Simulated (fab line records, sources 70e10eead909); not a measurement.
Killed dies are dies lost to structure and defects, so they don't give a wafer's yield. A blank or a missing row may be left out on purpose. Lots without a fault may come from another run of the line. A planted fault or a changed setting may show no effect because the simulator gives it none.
fab line records | flow nand_harc
record lots=13 wafers=39 last_day=25
route steps=1159 shown P_M1@310 P_M2@333
lots that met no fault: from a run of the same line without faults
start_h: hours from the record's first day to the start of the lot's first wafer shown | wait_h: hours since the lot's step before | " the same as in the row above | L1.1+2: a row that stands for several wafers | - no value, or no start given | * or withheld: withheld | < > ~ a bound
route shown NAME@n: a module of which the file shows steps, and the number in the route of the first | usual: mean/standard deviation of fault-free wafers | same: alike in all rows | chamber/n: place in a boat | sites: the reading at each site | _std_site: their standard deviation | _edge_site: outer sites' mean less inner sites' | radius_mm: how far each site lies from the wafer's centre | mask NAME#n: copy n | behind: the tool/chamber that last shaped the wafer | hold: why the lot was held/for how many hours/how that ended | device: the transistor (n, p or np) that didn't switch | end of line: the same wafers' tests at the end of the route | a step without rows: its recipe alone | killed: dies lost to structure and defects at the first sort, not the wafer's yield | map: a wafer's dies, x killed, . not, _ none there
set.NAME: the setting as run; set.NAME@STEP: as run at that earlier step | model.NAME: the simulator's own value behind a step, which no gauge read
steps of the route over a sample of lots; a table a step, a row a wafer
services: from which hour (start_h, from the record's first day; less than 0 if before it) a tool's chamber was out of use, for how many hours, and why
## steps
# step NHARC_P_M1_ANNEAL_31
# recipe temp_c=225 time_s=90
# usual wafer_temp_C_max=225.82/0.21
# columns lot.wafer tool chamber start_h wait_h wafer_temp_C_max
L911.2 rtp_anneal-01 0 133.38 - 225.77
L911.3 " 0 " " 225.68
L911.4 " 0 " " 225.99
L914.2 rtp_anneal-01 0 141.52 - 225.39
L914.5 " 0 " " 225.82
L914.6 " 0 " " 225.84
L915.1 rtp_anneal-01 0 155.25 0.3 225.94
L915.4 " 0 " " 225.88
L915.6 " 0 " " 225.84
L917.1 rtp_anneal-02 0 166.48 0.3 225.75
L917.2 " 0 " " 226.12
L917.5 " 0 " " 225.78
L916.1 rtp_anneal-02 0 167.25 0.3 226.11
L916.5 " 0 " " 226.10
L916.6 " 0 " " 225.93
L918.1 rtp_anneal-01 0 178.46 - 226.00
L918.2 " 0 " " 226.13
L918.5 " 0 " " 226.03
L922.1 rtp_anneal-02 0 200.00 0.3 225.60
L922.2 " 0 " " 225.96
L922.6 " 0 " " 225.66
L921.1 rtp_anneal-02 0 200.78 0.3 225.91
L921.4 " 0 " " 225.88
L921.6 " 0 " " 225.71
L924.1 rtp_anneal-01 0 203.29 0.3 225.66
L924.4 " 0 " " 225.62
L924.5 " 0 " " 225.68
L926.1 rtp_anneal-01 0 218.03 - 225.61
L926.4 " 0 " " 225.89
L926.6 " 0 " " 226.07
L931.3 rtp_anneal-02 0 243.05 - 225.66
L931.4 " 0 " " 226.10
L931.5 " 0 " " 225.94
L932.1 rtp_anneal-01 0 248.06 - 226.07
L932.2 " 0 " " 226.12
L932.6 " 0 " " 225.46
L933.3 rtp_anneal-01 0 259.33 - 226.08
L933.4 " 0 " " 225.64
L933.6 " 0 " " 225.65
# step NHARC_P_M1_THK_MEAS_24
# recipe thk_meas_gauge=xrf
# usual thk_nm=157.7/1.7
# columns lot.wafer tool chamber start_h wait_h thk_nm
L911.2 film_metro-01 - 134.01 - 158.5
L911.3 " - " " 158.2
L911.4 " - " " 158.0
L914.2 film_metro-02 - 142.15 - 158.2
L914.5 " - " " 157.3
L914.6 " - " " 157.7
L915.1 film_metro-02 - 155.91 - 156.7
L915.4 " - " " 159.2
L915.6 " - " " 158.9
L917.1 film_metro-02 - 167.15 - 152.1
L917.2 " - " " 154.4
L917.5 " - " " 154.9
L916.1 film_metro-02 - 167.92 - 156.4
L916.5 " - " " 158.1
L916.6 " - " " 158.6
L918.1 film_metro-02 - 179.12 - 157.1
L918.2 " - " " 158.7
L918.5 " - " " 157.8
L922.1 film_metro-01 - 200.67 - 156.6
L922.2 " - " " 157.4
L922.6 " - " " 155.4
L921.1 film_metro-02 - 201.44 - 159.2
L921.4 " - " " 155.1
L921.6 " - " " 157.7
L924.1 film_metro-01 - 203.94 - 157.0
L924.4 " - " " 155.4
L924.5 " - " " 155.0
L926.1 film_metro-02 - 218.68 - 157.3
L926.4 " - " " 157.5
L926.6 " - " " 158.1
L931.3 film_metro-01 - 243.60 - 157.1
L931.4 " - " " 157.3
L931.5 " - " " 157.5
L932.1 film_metro-01 - 248.72 - 158.2
L932.2 " - " " 158.8
L932.6 " - " " 158.0
L933.3 film_metro-01 - 259.88 - 158.2
L933.4 " - " " 158.0
L933.6 " - " " 160.1
# step NHARC_P_M1_DEP_33
# recipe target_thk_a=300 temp_c=370 target_thk_nm=30 pressure_torr=3 flow_sccm=200 rf_w=450 material=SiCN
# usual heater_power_w=546/90
# columns lot.wafer tool chamber start_h wait_h heater_power_w
L911.3 pecvd-02 1 134.31 0.1 507
L911.2 " 2 " " 504
L911.4 " 1 " " 496
L914.2 pecvd-04 2 142.66 0.1 648
L914.5 " 1 " " 429
L914.6 " 2 " " 654
L915.1 pecvd-04 0 156.26 0.1 481
L915.4 " 2 " " 637
L915.6 " 1 " " 391
L917.1 pecvd-02 1 167.47 0.1 418
L917.2 " 0 " " 619
L917.5 " 0 " " 616
L916.1 pecvd-04 0 168.27 0.1 487
L916.5 " 2 " " 579
L916.6 " 1 " " 377
L918.1 pecvd-02 0 179.43 0.1 696
L918.2 " 1 " " 410
L918.5 " 2 " " 535
L922.2 pecvd-02 2 201.19 0.1 465
L922.1 " 0 " " 716
L922.6 " 2 " " 465
L921.1 pecvd-02 0 202.03 0.1 671
L921.6 " 1 " " 423
L921.4 " 2 " " 541
L924.1 pecvd-02 2 204.29 0.1 491
L924.4 " 1 " " 473
L924.5 " 2 " " 486
L926.1 pecvd-02 1 218.98 0.1 419
L926.4 " 2 " " 455
L926.6 " 0 " " 568
L931.3 pecvd-03 1 243.91 0.1 636
L931.5 " 2 " " 631
L931.4 " 0 " " 586
L932.2 pecvd-02 2 249.10 0.1 536
L932.1 " 0 " " 658
L932.6 " 1 " " 502
L933.3 pecvd-02 1 260.18 0.1 493
L933.4 " 2 " " 453
L933.6 " 0 " " 659
# step NHARC_P_M2_ETCH_15
# recipe target_depth_a=1825 time_s=91.2 c4f8_flow_sccm=withheld ar_flow_sccm=400 rf_w=600 bias_w=300 chemistry=C4F8/Ar
# usual chamber_pressure_mTorr=25.000/0.02 oes_product_au=0.946/0.023 rf_vpp_V=441.6/2.7
# columns lot.wafer tool chamber start_h wait_h chamber_pressure_mTorr oes_product_au rf_hours_counter_h rf_vpp_V
L911.4 rie_diel-05 3 135.82 - 24.997 0.935 26 442.2
L911.3 " 1 " " 24.987 0.934 27 439.1
L911.2 " 2 " " 25.006 0.918 28 439.5
L914.2 rie_diel-02 3 144.13 - 24.993 0.948 60 441.8
L914.5 " 2 " " 24.984 0.930 - 439.5
L914.6 " 3 " " 24.992 0.935 - 441.2
L915.1 rie_diel-06 3 157.83 - 25.007 0.954 3 443.7
L915.4 " 0 " " 25.010 0.944 3 440.3
L915.6 " 3 " " 24.995 0.957 - 443.6
L917.1 rie_diel-06 2 169.09 - 25.008 0.918 3 444.9
L917.2 " 0 " " 25.007 0.910 3 440.3
L917.5 " 3 " " 25.023 0.924 - 443.9
L916.1 rie_diel-06 2 169.83 - 24.976 0.974 3 445.9
L916.5 " 0 " " 24.996 0.946 - 439.5
L916.6 " 1 " " 24.972 0.963 - 436.1
L918.1 rie_diel-06 0 181.02 - 25.000 0.970 4 441.5
L918.2 " 2 " " 24.982 0.974 4 444.8
L918.5 " 0 " " 25.000 0.968 - 441.4
L922.1 rie_diel-06 3 202.81 - 25.002 0.968 4 444.0
L922.2 " 0 " " 24.978 0.947 5 440.6
L922.6 " 2 " " 25.010 0.962 - 445.3
L921.1 rie_diel-05 3 203.71 - 24.976 1.000 8 442.5
L921.4 " 3 " " 24.991 0.982 - 442.0
L921.6 " 0 " " 25.008 0.967 - 441.2
L924.1 rie_diel-06 1 205.88 - 25.036 0.921 5 437.5
L924.4 " 2 " " 24.990 0.923 5 443.1
L924.5 " 0 " " 25.021 0.913 - 441.5
L926.4 rie_diel-06 2 220.45 - 25.011 0.924 5 446.7
L926.1 " 0 " " 24.972 0.913 5 439.9
L926.6 " 2 " " 25.012 0.927 - 444.1
L931.3 rie_diel-05 0 245.61 - 24.995 0.820 15 441.9
L931.4 " 1 " " 25.013 0.926 9 439.7
L931.5 " 0 " " 25.014 0.825 - 441.2
L932.1 rie_diel-06 2 250.85 - 25.003 0.961 0 444.5
L932.2 " 1 " " 24.989 0.946 0 438.6
L932.6 " 2 " " 24.991 0.966 - 444.6
L933.3 rie_diel-06 0 261.83 - 25.003 0.932 0 439.8
L933.4 " 3 " " 24.980 0.977 0 445.2
L933.6 " 0 " " 25.008 0.961 - 441.1
## services
# columns tool chamber start_h hours kind
pecvd-03 - 111.00 13.0 pm
rie_diel-02 - 115.16 0.4 repair
rie_diel-06 0 122.20 - clean
rie_diel-06 1 122.20 - clean
rie_diel-06 2 122.20 - clean
rie_diel-06 3 122.20 - clean
rie_diel-06 2 137.59 1.5 repair
rie_diel-05 1 140.06 5.8 repair
rie_diel-06 0 146.70 - clean
rie_diel-06 1 146.70 - clean
rie_diel-02 1 149.00 4.4 repair
rie_diel-02 - 151.47 9.0 pm
pecvd-02 - 153.12 13.0 pm
rie_diel-05 - 163.69 9.0 pm
rie_diel-05 1 181.30 29.0 repair
rie_diel-06 - 185.59 0.4 repair
rie_diel-05 0 192.09 8.7 repair
pecvd-04 - 195.00 13.0 pm
rie_diel-06 1 202.30 1.3 repair
pecvd-03 1 211.71 5.7 repair
pecvd-04 - 240.46 0.5 repair
rie_diel-06 - 241.20 9.0 pm
pecvd-03 2 245.31 16.2 repair
rie_diel-05 3 260.47 132.0 repair
## key
first_sign step=NHARC_P_M2_ETCH_15 reading=oes_product_au direction=down sigmas=5.4 usual=0.946 struck=0.822
effect none on later readings
met_at NHARC_P_M2_ETCH_15
struck_lots L931
struck_wafers L931.3,L931.5
later_rows_left_out L931.3,L931.5
sort_left_out L931.3,L931.5
not_acting_at NHARC_P_M1_ANNEAL_31,NHARC_P_M1_THK_MEAS_24,NHARC_P_M1_DEP_33
onset_between 203.71 245.61
fault kind=process_parameter_drift tool=rie_diel-05 chamber=0 onset_h=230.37 steps=NHARC_P_M2_ETCH_15 channel=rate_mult offset=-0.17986 shape=step end_h=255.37
# sort_left_out: the simulated sort isn't trusted on such a fault, so these wafers' sort isn't shown, and their yield isn't known
# later_rows_left_out: the simulator's readings of these wafers behind a module that went badly wrong aren't trusted and aren't shown, but for the sort
